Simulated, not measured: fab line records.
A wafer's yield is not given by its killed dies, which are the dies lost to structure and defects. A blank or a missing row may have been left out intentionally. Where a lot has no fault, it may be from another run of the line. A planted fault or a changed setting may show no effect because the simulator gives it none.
The tool behind it: which one? | flow nandHarc | Sampling: 6 lots, 18 wafers, 5 of 1159 route steps

WHAT THE GAUGES SHOWED, per wafer
NHARC_END_SORT_01.
lot  | measured     | on        | defectLimitedYield (%)
L343 | day 22 06:58 | prober-02 | 95.0 95.3 97.2
L351 | day 25 08:16 | prober-01 | 0 0 0

WHICH TOOL RAN EACH LOT (tool, then ch and the chambers of the sampled wafers, then the start)
lot  | NHARC_P_M1_DEP_00               | NHARC_A_BONDPAD_PRE_CLEAN_26           | NHARC_THIN_TSV_CMP_01         | NHARC_THIN_TSV_ANNEAL_52
L331 | pecvd-02 ch 0,1,2, day 6 11:35  | pvdSputter-01, day 19 01:47 or earlier | cmp-03 ch 1,2, day 19 01:47   | rtpAnneal-01 ch 0, day 19 07:40
L333 | pecvd-04 ch 0,2, day 6 21:11    | pvdSputter-01, day 19 06:09 or earlier | cmp-03 ch 0,2, day 19 06:09   | rtpAnneal-01 ch 0, day 19 11:25
L335 | pecvd-04 ch 0,2, day 7 15:46    | pvdSputter-01, day 20 23:27 or earlier | cmp-04 ch 0,3, day 20 23:27   | rtpAnneal-01 ch 0, day 21 04:47
L343 | pecvd-02 ch 0,2, day 9 03:38    | pvdSputter-03, day 21 06:41 or earlier | cmp-04 ch 1,2,3, day 21 06:41 | rtpAnneal-02 ch 0, day 21 12:00
L345 | pecvd-04 ch 0,1,2, day 10 09:17 | pvdSputter-02, day 23 05:47 or earlier | cmp-03 ch 1,2, day 23 05:47   | rtpAnneal-02 ch 0, day 23 11:37
L351 | pecvd-04 ch 0,1, day 11 09:10   | -                                      | -                             | -
- NHARC_P_M1_DEP_00: deposits SiOC, target thk 182.5 nm.
- NHARC_A_BONDPAD_PRE_CLEAN_26: time 30 s.
- NHARC_THIN_TSV_CMP_01: polishes.
- NHARC_THIN_TSV_ANNEAL_52: time 90 s.

THE ANSWER, worked out from the rows above alone
Rule: what is usual is taken from the lots themselves. Put in order of their means at a reading, lots are off if they are a third of the lots or fewer, leave a main group of 4 or more, and stand apart from it by a gap of 3 or more times the standard deviation of the main group's means; of several such gaps the widest counts. The tables above print the reading to a certain number of digits; a main group whose means all agree to those digits is not used. A lot without any number at a reading at which 4 lots or more have one is off too. Where the step has rows for the other lots, those lots are counted as sound.
Across all readings shown, no lot is off: no conclusion can be drawn from this.

WHAT WAS PUT IN BY THE SIMULATOR
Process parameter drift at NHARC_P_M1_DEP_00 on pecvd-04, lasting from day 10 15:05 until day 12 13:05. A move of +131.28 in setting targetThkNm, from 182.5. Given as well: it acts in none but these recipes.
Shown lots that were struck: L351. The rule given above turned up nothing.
